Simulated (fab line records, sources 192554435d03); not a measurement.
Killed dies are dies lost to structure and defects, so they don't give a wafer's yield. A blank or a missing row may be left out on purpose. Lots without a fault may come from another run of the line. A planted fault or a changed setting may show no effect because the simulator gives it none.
A struck lot beside a sound one | flow n5_finfet | 14 steps out of a route of 1938
Sound: wafers L722.4, L722.5, L722.6. Struck: wafer L737.3. (L737.4 of the same lot was not struck and is left out.) The cause comes at the end.
At each step with rows: each side's tool, then ch and its chambers, then its first start. Under that, the readings that differ: sound wafers | struck wafers | difference of the means | sigmas: that difference in standard deviations of wafers without a fault.
alike: readings whose means differ by less than 2 such deviations, and words and numbers that are the same on both sides. not compared: withheld readings, readings that some wafer has no value for, bounds like >300 that may hide the same value, and numbers for which the record gives no deviation and whose values overlap.
The two part at a step that has a row with sigmas, a row that says differs or no value, or rows on one side only. Numbers that don't overlap but have no deviation are shown without sigmas and don't part them. A reading that every wafer of one side lacks parts them only if that side has two wafers or more.

N5_BEOL_M6_STRIP_80: strips in N2/H2, time 10 s.
  sound on rie_diel-02 ch 0,2,3; struck on rie_diel-02 ch 2
  alike: drypump_motor_current_A, oes_product_au, rf_vpp_V, showerhead_plenum_p_Torr, throttle_valve_pct
  not compared: rf_hours_counter_h
N5_BEOL_M6_OCD_MEAS_38:
  sound on ocd-01, day 8 23:24; struck on ocd-02, day 12 15:56
  alike: trench_depth_nm
then, 4 steps without rows for these wafers: N5_BEOL_M6_HM_STRIP_39 (strips TiN in peroxide tin strip, target depth 25 nm, time 158 s); N5_BEOL_M6_SRD_40 (time 30 s); N5_BEOL_M6_PRECLEAN_42 (cleans in residue remover, time 60 s); N5_BEOL_M6_SRD_43 (time 30 s).
N5_BEOL_M6_CD_MEAS_35: target cd 40 nm, target cd y 28 nm.
  sound on cd_sem-01, day 8 23:33; struck on cd_sem-03, day 12 16:06
  alike: cd_nm
N5_BEOL_M6_CURE_75: cures SiCOH lowk, time 120 s.
  sound on uv_cure-03 ch 1, day 8 23:45; struck on uv_cure-02 ch 1, day 12 16:14
  reading          | sound             | struck | difference | sigmas
  wafer_temp_C_max | 371.9 372.1 372.5 | 371.0  | -1.2       | -3
  alike: lamp_power_pct
N5_BEOL_M6_DEGAS_44: time 60 s.
  sound on pvd_sputter-03, day 8 23:55; struck on pvd_sputter-01, day 12 17:44
  alike: heater_power_w
N5_BEOL_M6_PRE_CLEAN_45: time 30 s.
  sound on pvd_sputter-03, day 8 23:58; struck on pvd_sputter-01, day 12 17:46
  alike: heater_power_w
then, 2 steps without rows for these wafers: N5_BEOL_M6_ALD_77 (deposits TaN, target thk 2 nm, pulse time 2 s, purge time 3 s); N5_BEOL_M6_SURFACE_TREAT_79.
N5_BEOL_M6_CVD_78: deposits Co from CCTBA/H2, target thk 2 nm, time 142.3 s.
  sound on cvd_co-01 ch 0,1,2, day 9 00:56; struck on cvd_co-02 ch 0, day 12 18:14
  reading          | sound             | struck | difference | sigmas
  run_length_s (s) | 165.7 165.2 165.4 | 134.6  | -30.8      | -88
N5_BEOL_M6_SPUTTER_48: material Cu, target thk 10 nm, time 1.667 s.
  sound on pvd_sputter-02, day 9 02:37; struck on pvd_sputter-03, day 12 18:23
  alike: chuck_gas_flow_sccm, throttle_valve_pct

WHERE THEY PART
First at N5_BEOL_M6_CURE_75; last, within this record, at N5_BEOL_M6_CVD_78. Later steps at which nothing parts them and some readings are alike: N5_BEOL_M6_SPUTTER_48.

WHY: what the simulator had put in
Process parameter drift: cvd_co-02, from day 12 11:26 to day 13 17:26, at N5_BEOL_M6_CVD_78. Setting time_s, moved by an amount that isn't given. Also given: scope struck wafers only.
